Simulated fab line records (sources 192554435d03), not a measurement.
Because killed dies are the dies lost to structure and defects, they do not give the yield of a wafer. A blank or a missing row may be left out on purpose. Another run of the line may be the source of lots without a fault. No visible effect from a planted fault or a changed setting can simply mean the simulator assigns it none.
A struck lot beside a sound one / flow n5Finfet / 15 steps out of a route of 1938
Sound: these wafers, L563.1, L563.4, L563.6. Struck: wafers L573.3, L573.4 (left out: L573.2, a lot-mate that was not struck); the cause follows at the end.
Per side, at each step with rows, come the tool, then ch with its chambers, and then its first start. Under that, the readings that differ: sound wafers / struck wafers / difference of the means / sigmas: that difference in standard deviations of wafers without a fault.
alike: readings whose means differ by less than 2 such deviations, and words and numbers that are the same on both sides. not compared: withheld readings, readings that some wafer has no value for, bounds like >300 that may hide the same value, and numbers for which the record gives no deviation and whose values overlap.
The two part at a step that has a row with sigmas, a row that says differs or no value, or rows on one side only. Numbers that don't overlap but have no deviation are shown without sigmas and don't part them. A reading that every wafer of one side lacks parts them only if that side has two wafers or more.

first, 1 step without rows for these wafers: N5_BEOL_M6_TRENCH_ETCH_37 (etches SiCOH lowk in C4F6/O2, target depth 94.435 nm, time 31.5 s).
N5_BEOL_M6_ETCH_41: etches SiCN in CH3F/O2, target depth 29.7 nm, time 52 s.
  sound on rieDiel-06 ch 2,3; struck on rieDiel-03 ch 1,2
  alike: drypumpMotorCurrentA, oesProductAu, rfVppV, showerheadPlenumPTorr, throttleValvePct
  not compared: rfHoursCounterH
N5_BEOL_M6_STRIP_80: strips in N2/H2, time 10 s.
  sound on rieDiel-06 ch 2,3; struck on rieDiel-03 ch 1,2
reading=throttleValvePct (%); sound=23.27 23.40 23.27; struck=23.86 23.87; difference=+0.55; sigmas=+2
  alike: drypumpMotorCurrentA, oesProductAu, rfVppV, showerheadPlenumPTorr, tempC
  not compared: rfHoursCounterH
N5_BEOL_M6_OCD_MEAS_38:
  sound: ocd-02 at day 9 18:13; struck: ocd-01 at day 12 02:16
  alike: trenchDepthNm
then, 4 steps without rows for these wafers: N5_BEOL_M6_HM_STRIP_39 (strips TiN in peroxide tin strip, target depth 25 nm, time 158 s); N5_BEOL_M6_SRD_40 (time 30 s); N5_BEOL_M6_PRECLEAN_42 (cleans in residue remover, time 60 s); N5_BEOL_M6_SRD_43 (time 30 s).
N5_BEOL_M6_CD_MEAS_35: target cd 40 nm, target cd y 28 nm.
  sound: cdSem-01 at day 9 18:22; struck: cdSem-02 at day 12 02:25
  alike: cdNm
then, 1 step without rows for these wafers: N5_BEOL_M6_CURE_75 (cures SiCOH lowk, time 120 s).
N5_BEOL_M6_DEGAS_44: time 60 s.
  sound: pvdSputter-02 at day 9 18:54; struck: pvdSputter-02 at day 12 03:07
  alike: heaterPowerW
N5_BEOL_M6_PRE_CLEAN_45: time 30 s.
  sound: pvdSputter-02 at day 9 18:56; struck: pvdSputter-02 at day 12 03:09
  alike: heaterPowerW
N5_BEOL_M6_ALD_77: deposits TaN, target thk 2 nm, pulse time 2 s, purge time 3 s.
  sound on aldMetal-02 ch 0,1,3, day 9 19:00; struck on aldMetal-02 ch 2,3, day 12 03:19
reading=coReactantPulseTimeS (s); sound=3 3 3; struck=1.6841 1.6841; difference=-1.3159; sigmas=
  alike: heaterPowerW
N5_BEOL_M6_SURFACE_TREAT_79:
  sound: pvdSputter-02 at day 9 19:19; struck: pvdSputter-01 at day 12 03:37
  not compared: throttleValvePct
-- the record jumps here: 3 days lie between the struck wafers' starts before and after (it left off in module BEOL_M6 and takes up again in module PASSIVATION, whose first step shown is number 1936 of the route) --
N5_PASSIVATION_PROBE_49:
  sound: prober-02 at day 13 00:58; struck: prober-02 at day 15 12:18
reading=killedAtOther; sound=0 2 0; struck=13 8; difference=+10; sigmas=+3
  alike: defectLimitedYield, killed_at_M0_to_M3, killed_at_M4_up, killedAtContacts, killedAtFrontEnd, killedDies, killedOpen, killedShort, sort_bin_5_function, sort_bin_6_memory, sort_bin_8_speed, sortNPass, sortYieldPct

## WHERE THEY PART
Earliest at N5_BEOL_M6_STRIP_80; latest, in this record, at N5_PASSIVATION_PROBE_49.

WHY: what had been put in by the simulator
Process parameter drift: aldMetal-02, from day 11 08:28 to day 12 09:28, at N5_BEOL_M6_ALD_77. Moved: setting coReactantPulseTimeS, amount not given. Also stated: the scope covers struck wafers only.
